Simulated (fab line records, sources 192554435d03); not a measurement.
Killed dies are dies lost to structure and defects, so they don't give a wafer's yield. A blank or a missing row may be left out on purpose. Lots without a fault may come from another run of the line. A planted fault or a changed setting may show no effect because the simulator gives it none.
Which tool did it? | flow n5_finfet | 11 lots, 33 wafers sampled, at 3 steps of a route of 1938

WHAT THE GAUGES READ, wafer by wafer
N5_MIM_TOP_LITHO_OVL_MEAS_11.
lot  | measured     | on         | MIM_TOP_OVL (nm)
L886 | day 11 12:43 | overlay-02 | 4 -5 8
L888 | day 12 07:02 | overlay-01 | 10 -5 4
L890 | day 12 17:26 | overlay-01 | 9 6 6
L893 | day 13 11:53 | overlay-02 | -1 -2 5
L896 | day 14 02:07 | overlay-01 | -5 -1 -5
L901 | day 16 08:22 | overlay-01 | 0 -3 -3
L900 | day 16 12:04 | overlay-02 | 8 8 9
L903 | day 16 15:11 | overlay-02 | -3 -1 3
L902 | day 16 20:48 | overlay-01 | 1 4 11
L906 | day 17 10:19 | overlay-02 | -5 -2 -4
L909 | day 18 15:41 | overlay-02 | -1 -1 7

WHICH TOOL RAN EACH LOT (tool, then ch and the chambers of the sampled wafers, then the start)
lot  | N5_MIM_TOP_ALD_00                | N5_MIM_TOP_DEGAS_04
L886 | ald_hk-02 ch 1,2, day 11 11:09   | pvd_sputter-01, day 11 12:15
L888 | ald_hk-01 ch 1,3, day 12 02:35   | pvd_sputter-03, day 12 06:19
L890 | ald_hk-01 ch 0,3, day 12 14:11   | pvd_sputter-01, day 12 16:59
L893 | ald_hk-03 ch 0,1,2, day 13 10:48 | pvd_sputter-01, day 13 11:19
L896 | ald_hk-02 ch 1,2,3, day 14 00:50 | pvd_sputter-03, day 14 01:29
L901 | ald_hk-03 ch 0,1, day 16 05:01   | pvd_sputter-01, day 16 07:55
L900 | ald_hk-02 ch 1,2,3, day 16 08:58 | pvd_sputter-03, day 16 11:37
L903 | ald_hk-03 ch 0,3, day 16 12:08   | pvd_sputter-02, day 16 14:36
L902 | ald_hk-03 ch 0,2, day 16 17:58   | pvd_sputter-03, day 16 20:20
L906 | ald_hk-02 ch 0,2,3, day 17 08:19 | pvd_sputter-01, day 17 09:44
L909 | ald_hk-02 ch 2,3, day 18 13:14   | pvd_sputter-02, day 18 15:13
- N5_MIM_TOP_ALD_00: deposits Al2O3, purge time 3 s, co reactant pulse time 3 s.
- N5_MIM_TOP_DEGAS_04: time 60 s.

WHAT THE TOOLS THEMSELVES READ (means of the sampled wafers that have a number; where no wafer has one, the mark that the record gives instead)
N5_MIM_TOP_ALD_00.
lot  | tool      | precursor_pulse_height_rel
L886 | ald_hk-02 | 0.997
L888 | ald_hk-01 | 1.011
L890 | ald_hk-01 | 0.995
L893 | ald_hk-03 | 1.001
L896 | ald_hk-02 | 0.995
L901 | ald_hk-03 | 1.009
L900 | ald_hk-02 | 0.993
L903 | ald_hk-03 | 1.019
L902 | ald_hk-03 | 1.009
L906 | ald_hk-02 | 1.033
L909 | ald_hk-02 | 0.997

N5_MIM_TOP_DEGAS_04.
lot  | tool           | heater_power_w (W)
L886 | pvd_sputter-01 | 433
L888 | pvd_sputter-03 | 448
L890 | pvd_sputter-01 | 426
L893 | pvd_sputter-01 | 428
L896 | pvd_sputter-03 | 448
L901 | pvd_sputter-01 | 448
L900 | pvd_sputter-03 | 477
L903 | pvd_sputter-02 | 472
L902 | pvd_sputter-03 | 452
L906 | pvd_sputter-01 | 449
L909 | pvd_sputter-02 | 480

THE ANSWER, worked out from the rows above alone
Rule: what is usual is taken from the lots themselves. Put in order of their means at a reading, lots are off if they are a third of the lots or fewer, leave a main group of 4 or more, and stand apart from it by a gap of 3 or more times the standard deviation of the main group's means; of several such gaps the widest counts. A main group whose means are all the same, to the digits that the tables above print for the reading, isn't used. A lot without any number at a reading at which 4 lots or more have one is off too. The other lots that the step has rows for count as sound. The gauges are gone through in route order, then the tools' own readings, and for those a lot's mean is taken as printed above. The first step at which some lot is off is used, and at that step the reading that is off furthest; a lot without a number counts as furthest.
No lot is off at any reading shown: from this, nothing can be told.

WHAT THE SIMULATOR HAD PUT IN
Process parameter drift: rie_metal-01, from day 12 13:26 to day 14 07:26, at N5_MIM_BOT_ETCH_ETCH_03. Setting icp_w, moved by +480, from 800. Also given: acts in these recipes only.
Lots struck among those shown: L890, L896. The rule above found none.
